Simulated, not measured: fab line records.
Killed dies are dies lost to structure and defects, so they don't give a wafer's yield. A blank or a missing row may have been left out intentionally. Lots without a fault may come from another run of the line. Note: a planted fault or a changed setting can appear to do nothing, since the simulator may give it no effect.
fab line records    flow n5Finfet
[record] lots = 7  wafers = 21
route steps=1938 shown WELL_APT@21 FIN_SAQP@130 FIN_CUT@160 DUMMY_GATE@246
startH: the number of hours between the record's first day and the start of the first shown wafer of the lot    waitH: hours elapsed since this lot's preceding step    " identical to the entry in the row above    L1.1+2: a single row standing in for several wafers    - value missing, or start not given    * or withheld: withheld    < > ~ a bound
route shown NAME@n: a module of which the file shows steps, and the number in the route of the first    usual: mean/standard deviation taken from wafers without a fault    same: alike in all rows    chamber/n: place in a boat    sites: each site's reading    _std_site: how widely they spread, as a standard deviation    _edge_site: inner sites' mean taken away from outer sites' mean    radiusMm: for every site, how far away it sits from the centre of the wafer    mask NAME#n: copy n    behind: the last tool/chamber to shape the wafer    hold: why the lot was held/for how many hours/how that ended    device: the transistor (n, p or np) that didn't switch    end of line: the same wafers' tests at the end of the route    a step without rows: its recipe alone    killed: not the wafer's yield, but the dies lost to structure and defects at the first sort    map: a wafer's dies, x killed, . not, _ none there
set.NAME: the run value of the setting; set.NAME@STEP: its run value at that earlier step    model.NAME: the simulator's own value behind a step, which no gauge read
lots run with intentionally changed settings; tables by step, rows by wafer
[[steps]]
[step N5_WELL_APT_COAT_02]
[recipe] spinRpm = 1357  resistThkNm = 950
lot.wafer  tool           chamber  startH  waitH  set.spinRpm  model.coat_of_WELL_APT_COAT_02.thkNm
L075.2     lithoTrack-02  0        -       -      1306         965.5
L075.3     "              0        "       "      1306         966.9
L075.4     "              0        "       "      1357         946.9
L076.1     lithoTrack-01  0        -       -      1312         965.5
L076.4     "              0        "       "      1357         949.1
L076.5     "              0        "       "      1312         967.8
L078.1     lithoTrack-02  0        -       -      1357         951.1
L078.4     "              0        "       "      1357         949.8
L078.6     "              0        "       "      1357         951.5
L084.1     lithoTrack-03  0        -       -      1357         949.6
L084.2     "              0        "       "      1263         982.7
L084.5     "              0        "       "      1357         950.4
L090.1     lithoTrack-03  0        -       -      1416         931.6
L090.2     "              0        "       "      1357         946.3
L090.4     "              0        "       "      1357         952.4
L094.1     lithoTrack-02  0        -       -      1293         974.8
L094.3     "              0        "       "      1293         970.5
L094.5     "              0        "       "      1293         971.8
L095.1     lithoTrack-02  0        -       -      1265         977.5
L095.2     "              0        "       "      1265         976
L095.6     "              0        "       "      1265         980.2
[step N5_WELL_APT_EXPOSE_22]
[recipe] maskId = PWELL  na = 0.8  sourceShape = conventional  sigmaOuter = 0.8  polarization = unpolarized  defocusNm = 0  targetCdNm = 200  doseMj = 23.2
lot.wafer   tool           chamber  startH  waitH  mask     set.doseMj
L075.2      krfScanner-02  0        26.77   -      PWELL#0  24.58
L075.3+4    "              0        "       "      PWELL#0  23.2
L076.1+4+5  krfScanner-02  0        27.00   -      PWELL#0  23.2
L078.1+4+6  krfScanner-02  0        38.63   -      PWELL#0  23.2
L084.1+2    krfScanner-02  0        74.51   -      PWELL#0  23.2
L084.5      "              0        "       "      PWELL#0  22.61
L090.1+4    krfScanner-02  0        110.53  -      PWELL#0  23.2
L090.2      "              0        "       "      PWELL#0  22.21
L094.1+5    krfScanner-02  0        135.23  -      PWELL#0  23.2
L094.3      "              0        "       "      PWELL#0  24.12
L095.1+6    krfScanner-02  0        141.03  -      PWELL#0  23.2
L095.2      "              0        "       "      PWELL#0  22.7
[step N5_WELL_APT_PEB_23]
[recipe] pebTempC = 130  pebTimeS = 90
lot.wafer   tool           chamber  startH  waitH  set.pebTempC
L075.2+4    lithoTrack-01  0        26.82   0.0    132.5
L075.3      "              0        "       "      130
L076.1+4+5  lithoTrack-01  0        27.05   0.1    127.3
L078.1+4+6  lithoTrack-01  0        38.69   0.1    130
L084.1      lithoTrack-01  0        74.57   0.1    133
L084.2+5    "              0        "       "      130
L090.1+4    lithoTrack-01  0        110.58  0.1    130
L090.2      "              0        "       "      126.8
L094.1      lithoTrack-03  0        135.29  0.1    132.5
L094.3+5    "              0        "       "      130
L095.1+2    lithoTrack-01  0        141.09  0.1    127.9
L095.6      "              0        "       "      130
[step N5_WELL_APT_DEVELOP_24]
[recipe] developTimeS = 45  rinseLiquid = surfactantRinse  dry = airSpin  devTempC = 21
[step N5_WELL_APT_HARDBAKE_29]
[recipe] tempC = 130  timeS = 120
[step N5_WELL_APT_CD_MEAS_25]
[recipe] targetCdNm = 200  landingEnergyEv = 500  detector = seInlens
[usual] cdNm = 198.8/1.9
lot.wafer  tool      chamber  startH  waitH  set.doseMj@WELL_APT_EXPOSE_22  set.pebTempC@WELL_APT_PEB_23  cdNm
L075.2     cdSem-02  0        26.93   -      24.58                          132.5                         222.5
L075.3     "         0        "       "      23.2                           130                           201.3
L075.4     "         0        "       "      23.2                           132.5                         210.4
L076.1     cdSem-03  0        27.17   -      23.2                           127.3                         182.8
L076.4     "         0        "       "      23.2                           127.3                         181.5
L076.5     "         0        "       "      23.2                           127.3                         182.4
L078.1     cdSem-02  0        38.80   -      23.2                           130                           200.2
L078.4     "         0        "       "      23.2                           130                           200.3
L078.6     "         0        "       "      23.2                           130                           198.2
L084.1     cdSem-03  0        74.69   -      23.2                           133                           212.7
L084.2     "         0        "       "      23.2                           130                           198.2
L084.5     "         0        "       "      22.61                          130                           190.3
L090.1     cdSem-02  0        110.70  -      23.2                           130                           199.3
L090.2     "         0        "       "      22.21                          126.8                         166.6
L090.4     "         0        "       "      23.2                           130                           198.9
L094.1     cdSem-02  0        135.40  -      23.2                           132.5                         208.0
L094.3     "         0        "       "      24.12                          130                           204.1
L094.5     "         0        "       "      23.2                           130                           197.9
L095.1     cdSem-03  0        141.20  -      23.2                           127.9                         185.9
L095.2     "         0        "       "      22.7                           127.9                         181.8
L095.6     "         0        "       "      23.2                           130                           200.0
[step N5_WELL_APT_DESCUM_30]
[recipe] chemistry = O2  timeS = 7.9  sourcePowerW = 50  biasPowerW = 20  pressureMtorr = 20  rfFrequencyHz = 2.712e+07  tempC = 40  o2FlowSccm = 225
lot.wafer  tool        chamber  startH  waitH  set.doseMj@WELL_APT_EXPOSE_22  set.pebTempC@WELL_APT_PEB_23  model.WELL_APT.cdNm
L075.2     rieDiel-05  2        27.02   0.0    24.58                          132.5                         222.3
L075.3     "           1        "       "      23.2                           130                           201.4
L075.4     "           3        "       "      23.2                           132.5                         210.2
L076.1     rieDiel-03  2        27.35   0.1    23.2                           127.3                         182.9
L076.4     "           3        "       "      23.2                           127.3                         181.5
L076.5     "           0        "       "      23.2                           127.3                         182
L078.1     rieDiel-05  3        38.89   0.0    23.2                           130                           200.2
L078.4     "           0        "       "      23.2                           130                           200.5
L078.6     "           3        "       "      23.2                           130                           198.5
L084.1     rieDiel-03  2        74.82   0.1    23.2                           133                           212.7
L084.2     "           0        "       "      23.2                           130                           198.2
L084.5     "           0        "       "      22.61                          130                           190.3
L090.1     rieDiel-05  2        110.79  0.0    23.2                           130                           198.9
L090.2     "           3        "       "      22.21                          126.8                         166.7
L090.4     "           0        "       "      23.2                           130                           199
L094.1     rieDiel-01  0        135.49  0.0    23.2                           132.5                         208
L094.3     "           1        "       "      24.12                          130                           203.7
L094.5     "           3        "       "      23.2                           130                           198
L095.1     rieDiel-03  2        141.29  0.0    23.2                           127.9                         185.6
L095.2     "           3        "       "      22.7                           127.9                         181.9
L095.6     "           2        "       "      23.2                           130                           200.2
[step N5_FIN_SAQP_ETCH_65]
[recipe] chemistry = CF4  target = SiO2  targetDepthA = 40  ionEnergyEv = 350  timeS = 4.4  pressureMtorr = 10  icpW = 800  biasW = 400  cf4FlowSccm = 80
lot.wafer  tool      chamber  startH  waitH  set.timeS  model.etch.depthNm
L075.2     rieSi-01  3        35.60   0.1    4.902      4.363
L075.3     "         1        "       "      4.4        4.236
L075.4     "         0        "       "      4.4        3.944
L076.1     rieSi-04  1        36.80   0.1    3.526      3.149
L076.4     "         3        "       "      4.4        4.047
L076.5     "         3        "       "      4.4        4.061
L078.1     rieSi-06  0        49.55   0.1    4.4        3.881
L078.4     "         3        "       "      4.4        4.085
L078.6     "         0        "       "      4.4        3.897
L084.1     rieSi-06  2        84.17   0.1    4.4        3.922
L084.2     "         3        "       "      4.4        4.162
L084.5     "         3        "       "      3.577      3.379
L090.1     rieSi-06  2        119.91  0.1    5.247      4.727
L090.2     "         1        "       "      5.247      4.471
L090.4     "         0        "       "      5.247      4.752
L094.1     rieSi-01  3        144.86  0.1    3.853      3.402
L094.3     "         2        "       "      3.853      3.603
L094.5     "         0        "       "      4.4        3.954
L095.1     rieSi-04  1        150.01  0.1    4.4        3.945
L095.2     "         0        "       "      4.4        4.142
L095.6     "         1        "       "      5.005      4.495
[step N5_FIN_SAQP_ETCH_69]
[recipe] chemistry = N2/H2  target = SOC  targetDepthA = 1500  stopOn = SiNx  ionEnergyEv = 100  biasW = 61  pressureMtorr = 30  sourceW = 850  n2FlowSccm = 200  h2FlowSccm = 200
lot.wafer  tool        chamber  startH  waitH  set.targetDepthA  model.etch.depthNm
L075.2+3   rieDiel-01  2,0      36.41   -      1574              55
L075.4     "           2        "       "      1500              55
L076.1     rieDiel-01  2        37.36   -      1500              55
L076.4     "           3        "       "      1350              50.43
L076.5     "           0        "       "      1500              53.92
L078.1     rieDiel-05  0        50.26   -      1500              53.96
L078.4     "           1        "       "      1500              55
L078.6     "           3        "       "      1500              53.22
L084.1+5   rieDiel-01  3        84.82   -      1500              55
L084.2     "           0        "       "      1500              53.59
L090.1     rieDiel-01  3        120.47  -      1356              50.07
L090.2     "           2        "       "      1500              55
L090.4     "           1        "       "      1356              49.75
L094.1     rieDiel-03  2        145.42  -      1500              53.79
L094.3     "           0        "       "      1500              55
L094.5     "           3        "       "      1326              48.69
L095.1+6   rieDiel-05  0        150.58  -      1568              55
L095.2     "           2        "       "      1500              55
[step N5_FIN_CUT_EXPOSE_05]
[recipe] maskId = FIN_CUT  na = 0.33  sourceShape = annular  sigmaInner = 0.35  sigmaOuter = 0.8  polarization = unpolarized  doseMj = 45.75
lot.wafer   tool           chamber  startH  waitH  mask       set.doseMj
L075.2+3+4  euvScanner-01  0        38.13   -      FIN_CUT#0  48.81
L076.1+4+5  euvScanner-01  0        38.96   -      FIN_CUT#0  45.75
L078.1+4+6  euvScanner-01  0        51.84   -      FIN_CUT#0  45.75
L084.1      euvScanner-01  0        86.73   -      FIN_CUT#0  45.75
L084.2+5    "              0        "       "      FIN_CUT#0  48.33
L090.1      euvScanner-02  0        122.17  -      FIN_CUT#0  43.23
L090.2+4    "              0        "       "      FIN_CUT#0  45.75
L094.1+3+5  euvScanner-02  0        147.27  -      FIN_CUT#0  45.75
L095.1      euvScanner-01  0        152.76  -      FIN_CUT#0  45.75
L095.2+6    "              0        "       "      FIN_CUT#0  43.88
[step N5_FIN_CUT_PEB_06]
[recipe] pebTempC = 100  pebTimeS = 60  resist = CAR-EUV
[step N5_FIN_CUT_DEVELOP_07]
[recipe] developTimeS = 30  developer = TMAH  resist = CAR-EUV  rinseLiquid = surfactantRinse  dry = airSpin  devTempC = 23
[step N5_FIN_CUT_DESCUM_13]
[recipe] chemistry = O2  timeS = 7  sourcePowerW = 50  biasPowerW = 20  pressureMtorr = 20  rfFrequencyHz = 2.712e+07  tempC = 40  resist = CAR-EUV  o2FlowSccm = 225
[step N5_FIN_CUT_ETCH_30]
[recipe] chemistry = N2/H2  target = underlayer  targetDepthA = 130  maskMaterial = CAR-EUV  timeS = 10.4  ionEnergyEv = 200  pressureMtorr = 30  sourceW = 840  biasW = 150  n2FlowSccm = 200  h2FlowSccm = 200  ends = cleared
lot.wafer  tool        chamber  startH  waitH  set.doseMj@FIN_CUT_EXPOSE_05  model.FIN_CUT.cdOffsetNm
L075.2+3   rieDiel-02  1,3      38.41   0.0    48.81                         1.2
L075.4     "           2        "       "      48.81                         1.4
L076.1     rieDiel-02  2        39.31   0.0    45.75                         0.2
L076.4+5   "           3,1      "       "      45.75                         0
L078.1     rieDiel-06  1        52.13   0.0    45.75                         0
L078.4     "           3        "       "      45.75                         0.4
L078.6     "           0        "       "      45.75                         0.2
L084.1     rieDiel-06  0        87.03   0.0    45.75                         0
L084.2     "           1        "       "      48.33                         0.8
L084.5     "           1        "       "      48.33                         1
L090.1     rieDiel-06  0        122.88  0.0    43.23                         -0.8
L090.2     "           3        "       "      45.75                         0.2
L090.4     "           1        "       "      45.75                         -0.2
L094.1+5   rieDiel-04  3,1      147.56  0.0    45.75                         0
L094.3     "           1        "       "      45.75                         -0.2
L095.1     rieDiel-02  3        153.06  0.0    45.75                         0
L095.2+6   "           1,3      "       "      43.88                         -0.6
[step N5_FIN_CUT_ETCH_20]
[recipe] chemistry = CF4  target = SiARC  targetDepthA = 260  maskMaterial = CAR-EUV  timeS = 43.3  ionEnergyEv = 80  pressureMtorr = 40  sourceW = 545  biasW = 36  Ar_flow_sccm = 100  cf4FlowSccm = 100  ends = cleared
lot.wafer  tool        chamber  startH  waitH  set.doseMj@FIN_CUT_EXPOSE_05  model.FIN_CUT.cdOffsetNm
L075.2+3   rieDiel-02  1,3      38.43   0.0    48.81                         1.2
L075.4     "           2        "       "      48.81                         1.4
L076.1+4   rieDiel-02  2,3      39.33   0.0    45.75                         0
L076.5     "           1        "       "      45.75                         0.2
L078.1     rieDiel-06  1        52.15   0.0    45.75                         0
L078.4     "           3        "       "      45.75                         0.4
L078.6     "           0        "       "      45.75                         0.2
L084.1     rieDiel-06  0        87.05   0.0    45.75                         0.2
L084.2     "           1        "       "      48.33                         0.8
L084.5     "           1        "       "      48.33                         1
L090.1     rieDiel-06  0        122.90  0.0    43.23                         -0.8
L090.2     "           3        "       "      45.75                         0
L090.4     "           1        "       "      45.75                         -0.2
L094.1     rieDiel-04  3        147.58  0.0    45.75                         0.2
L094.3+5   "           1        "       "      45.75                         0
L095.1     rieDiel-02  3        153.08  0.0    45.75                         0
L095.2+6   "           1,3      "       "      43.88                         -0.6
[step N5_FIN_CUT_ETCH_21]
[recipe] chemistry = N2/H2  target = SOC  targetDepthA = 2190  overetchA = 438  maskMaterial = SiARC  tempC = 40  ionEnergyEv = 100  biasW = 61  timeS = 523.5  pressureMtorr = 30  sourceW = 850  n2FlowSccm = 200  h2FlowSccm = 200
lot.wafer   tool        chamber  startH  waitH  set.doseMj@FIN_CUT_EXPOSE_05  model.FIN_CUT.cdOffsetNm
L075.2      rieDiel-02  1        38.47   0.0    48.81                         0.8
L075.3+4    "           3,2      "       "      48.81                         1.4
L076.1      rieDiel-02  2        39.37   0.0    45.75                         -0.2
L076.4+5    "           3,1      "       "      45.75                         0
L078.1+4+6  rieDiel-06  1,3,0    52.19   0.0    45.75                         0.6
L084.1      rieDiel-06  0        87.09   0.0    45.75                         -0.4
L084.2      "           1        "       "      48.33                         1
L084.5      "           1        "       "      48.33                         1.2
L090.1      rieDiel-06  0        122.94  0.0    43.23                         -0.8
L090.2      "           3        "       "      45.75                         0.4
L090.4      "           1        "       "      45.75                         0.2
L094.1      rieDiel-04  3        147.62  0.0    45.75                         0
L094.3      "           1        "       "      45.75                         -0.4
L094.5      "           1        "       "      45.75                         -0.2
L095.1      rieDiel-02  3        153.11  0.0    45.75                         -0.4
L095.2+6    "           1,3      "       "      43.88                         -1
[step N5_FIN_CUT_STRIP_23]
[recipe] chemistry = N2/H2  tempC = 40  n2FlowSccm = 200  h2FlowSccm = 200  rfFrequencyHz = 6e+07
[step N5_FIN_CUT_STRIP_31]
[recipe] chemistry = N2/H2  tempC = 40  n2FlowSccm = 200  h2FlowSccm = 200  rfFrequencyHz = 6e+07
[step N5_FIN_CUT_STRIP_24]
[recipe] chemistry = CF4  resist = SiARC  powerW = 300  biasPowerW = 75  pressureMtorr = 50  cf4FlowSccm = 150  rfFrequencyHz = 6e+07
[step N5_FIN_CUT_CUT_ETCH_26]
[recipe] chemistry = CH3F/O2  target = SiNx  targetDepthA = 390  maskMaterial = SOC  timeS = 55.7  pressureMtorr = 30  sourceW = 395  biasW = 73  Ar_flow_sccm = 150  CH3F_flow_sccm = 30  O2_flow_sccm = 20  ionEnergyEv = 120
lot.wafer   tool        chamber  startH  waitH  set.doseMj@FIN_CUT_EXPOSE_05  model.FIN_CUT.cdOffsetNm
L075.2      rieDiel-02  1        38.81   0.0    48.81                         0.8
L075.3+4    "           3,2      "       "      48.81                         1.4
L076.1+4    rieDiel-02  2,3      39.72   0.0    45.75                         0
L076.5      "           1        "       "      45.75                         -0.2
L078.1+4+6  rieDiel-06  1,3,0    52.54   0.0    45.75                         0.6
L084.1      rieDiel-06  0        87.43   0.0    45.75                         -0.4
L084.2      "           1        "       "      48.33                         1
L084.5      "           1        "       "      48.33                         1.2
L090.1      rieDiel-06  0        123.29  0.0    43.23                         -0.8
L090.2      "           3        "       "      45.75                         0.6
L090.4      "           1        "       "      45.75                         0.4
L094.1      rieDiel-04  3        147.96  0.0    45.75                         0
L094.3      "           1        "       "      45.75                         -0.4
L094.5      "           1        "       "      45.75                         -0.2
L095.1      rieDiel-02  3        153.46  0.0    45.75                         -0.6
L095.2+6    "           1,3      "       "      43.88                         -1
[step N5_FIN_CUT_CUT_ETCH_27]
[recipe] chemistry = CHF3/O2  target = SiO2  targetDepthA = 40  maskMaterial = SOC  overetchA = 20  timeS = 4.9  pressureMtorr = 30  sourceW = 650  biasW = 170  Ar_flow_sccm = 200  CHF3_flow_sccm = 50  O2_flow_sccm = 5  ionEnergyEv = 200
lot.wafer   tool        chamber  startH  waitH  set.doseMj@FIN_CUT_EXPOSE_05  model.FIN_CUT.cdOffsetNm
L075.2      rieDiel-02  1        38.86   0.0    48.81                         0.8
L075.3      "           3        "       "      48.81                         1.2
L075.4      "           2        "       "      48.81                         1.4
L076.1+4+5  rieDiel-02  2,3,1    39.76   0.0    45.75                         0
L078.1+4+6  rieDiel-06  1,3,0    52.58   0.0    45.75                         0.6
L084.1      rieDiel-06  0        87.48   0.0    45.75                         -0.4
L084.2      "           1        "       "      48.33                         1
L084.5      "           1        "       "      48.33                         1.2
L090.1      rieDiel-06  0        123.33  0.0    43.23                         -1
L090.2+4    "           3,1      "       "      45.75                         0.4
L094.1      rieDiel-04  3        148.01  0.0    45.75                         0
L094.3      "           1        "       "      45.75                         -0.4
L094.5      "           1        "       "      45.75                         -0.2
L095.1      rieDiel-02  3        153.50  0.0    45.75                         -0.6
L095.2+6    "           1,3      "       "      43.88                         -1
[step N5_FIN_CUT_PRECLEAN_35]
[recipe] timeS = 13.3  tempC = 45  pressureTorr = 125  pHfTorr = 3  pCoreactantTorr = 25  chemistry = vHF
lot.wafer   tool          chamber  startH  waitH  set.doseMj@FIN_CUT_EXPOSE_05  model.FIN_CUT.cdOffsetNm
L075.2      vaporEtch-02  1        38.92   0.0    48.81                         1
L075.3      "             0        "       "      48.81                         1.4
L075.4      "             1        "       "      48.81                         1.6
L076.1+4+5  vaporEtch-01  0,1,1    39.83   0.0    45.75                         -0.6
L078.1+4+6  vaporEtch-02  1,0,1    52.65   0.0    45.75                         0.6
L084.1      vaporEtch-01  0        87.54   0.0    45.75                         -0.4
L084.2      "             1        "       "      48.33                         1.2
L084.5      "             0        "       "      48.33                         1.4
L090.1      vaporEtch-02  1        123.40  0.0    43.23                         -1
L090.2      "             0        "       "      45.75                         0.4
L090.4      "             1        "       "      45.75                         0.2
L094.1      vaporEtch-02  1        148.07  0.0    45.75                         0
L094.3      "             0        "       "      45.75                         -0.4
L094.5      "             1        "       "      45.75                         -0.2
L095.1      vaporEtch-01  1        153.57  0.0    45.75                         -1
L095.2      "             0        "       "      43.88                         -1.6
L095.6      "             0        "       "      43.88                         -1.4
[step N5_DUMMY_GATE_ETCH_32]
[recipe] chemistry = CF4  target = SiO2  targetDepthA = 35  timeS = 3.9  ionEnergyEv = 350  pressureMtorr = 10  icpW = 800  biasW = 400  cf4FlowSccm = 80
lot.wafer  tool      chamber  startH  waitH  set.timeS  model.etch.depthNm
L076.1     rieSi-05  2        61.01   0.1    3.9        3.623
L076.4     "         0        "       "      3.449      3.186
L076.5     "         3        "       "      3.449      2.993
L075.2     rieSi-05  2        64.87   0.1    3.9        3.612
L075.3     "         3        "       "      3.9        3.354
L075.4     "         0        "       "      3.9        3.598
L078.1     rieSi-02  1        74.92   0.1    3.9        3.524
L078.4     "         0        "       "      3.9        3.591
L078.6     "         3        "       "      3.9        3.636
L084.1     rieSi-05  3        106.58  0.1    4.562      3.943
L084.2     "         1        "       "      4.562      4.129
L084.5     "         2        "       "      3.9        3.647
L090.1     rieSi-03  1        142.35  0.1    3.9        3.392
L090.2     "         0        "       "      3.9        3.415
L090.4     "         2        "       "      3.9        3.403
L094.1     rieSi-02  3        166.66  0.1    4.704      4.325
L094.3     "         1        "       "      3.9        3.513
L094.5     "         2        "       "      3.9        3.678
L095.1     rieSi-05  3        173.97  0.1    3.9        3.38
L095.2     "         2        "       "      3.9        3.619
L095.6     "         1        "       "      3.9        3.529
[[key]]
[split] step = N5_WELL_APT_COAT_02  setting = spinRpm  stated = 1357  by = wafer
[response] step = N5_WELL_APT_COAT_02  reading = model.coat_of_WELL_APT_COAT_02.thkNm  change = -4.72  per = 1%  r = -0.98
[split] step = N5_WELL_APT_EXPOSE_22  setting = doseMj  stated = 23.2  by = wafer
[response] step = N5_WELL_APT_CD_MEAS_25  reading = cdNm  slope = +2.28  per = 1%  togetherWith = pebTempC@WELL_APT_PEB_23  explained = 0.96
[response] step = N5_WELL_APT_DESCUM_30  reading = model.WELL_APT.cdNm  slope = +2.22  per = 1%  togetherWith = pebTempC@WELL_APT_PEB_23  explained = 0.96
[split] step = N5_WELL_APT_PEB_23  setting = pebTempC  stated = 130  by = wafer
[response] step = N5_WELL_APT_CD_MEAS_25  reading = cdNm  slope = +7.12  per = 1%  togetherWith = doseMj@WELL_APT_EXPOSE_22  explained = 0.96
[response] step = N5_WELL_APT_DESCUM_30  reading = model.WELL_APT.cdNm  slope = +7.16  per = 1%  togetherWith = doseMj@WELL_APT_EXPOSE_22  explained = 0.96
[split] step = N5_FIN_SAQP_ETCH_65  setting = timeS  stated = 4.4  by = wafer
[response] step = N5_FIN_SAQP_ETCH_65  reading = model.etch.depthNm  change = +0.0372  per = 1%  r = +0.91
[split] step = N5_FIN_SAQP_ETCH_69  setting = targetDepthA  stated = 1500  by = wafer
[response] step = N5_FIN_SAQP_ETCH_69  reading = model.etch.depthNm  change = +0.418  per = 1%  r = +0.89
[split] step = N5_FIN_CUT_EXPOSE_05  setting = doseMj  stated = 45.75  by = wafer
[response] step = N5_FIN_CUT_ETCH_30  reading = model.FIN_CUT.cdOffsetNm  change = +0.151  per = 1%  r = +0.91
[response] step = N5_FIN_CUT_ETCH_20  reading = model.FIN_CUT.cdOffsetNm  change = +0.13  per = 1%  r = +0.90
[response] step = N5_FIN_CUT_ETCH_21  reading = model.FIN_CUT.cdOffsetNm  change = +0.215  per = 1%  r = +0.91
[response] step = N5_FIN_CUT_CUT_ETCH_26  reading = model.FIN_CUT.cdOffsetNm  change = +0.219  per = 1%  r = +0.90
[response] step = N5_FIN_CUT_CUT_ETCH_27  reading = model.FIN_CUT.cdOffsetNm  change = +0.226  per = 1%  r = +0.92
[response] step = N5_FIN_CUT_PRECLEAN_35  reading = model.FIN_CUT.cdOffsetNm  change = +0.238  per = 1%  r = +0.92
[split] step = N5_DUMMY_GATE_ETCH_32  setting = timeS  stated = 3.9  by = wafer
[response] step = N5_DUMMY_GATE_ETCH_32  reading = model.etch.depthNm  change = +0.0328  per = 1%  r = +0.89
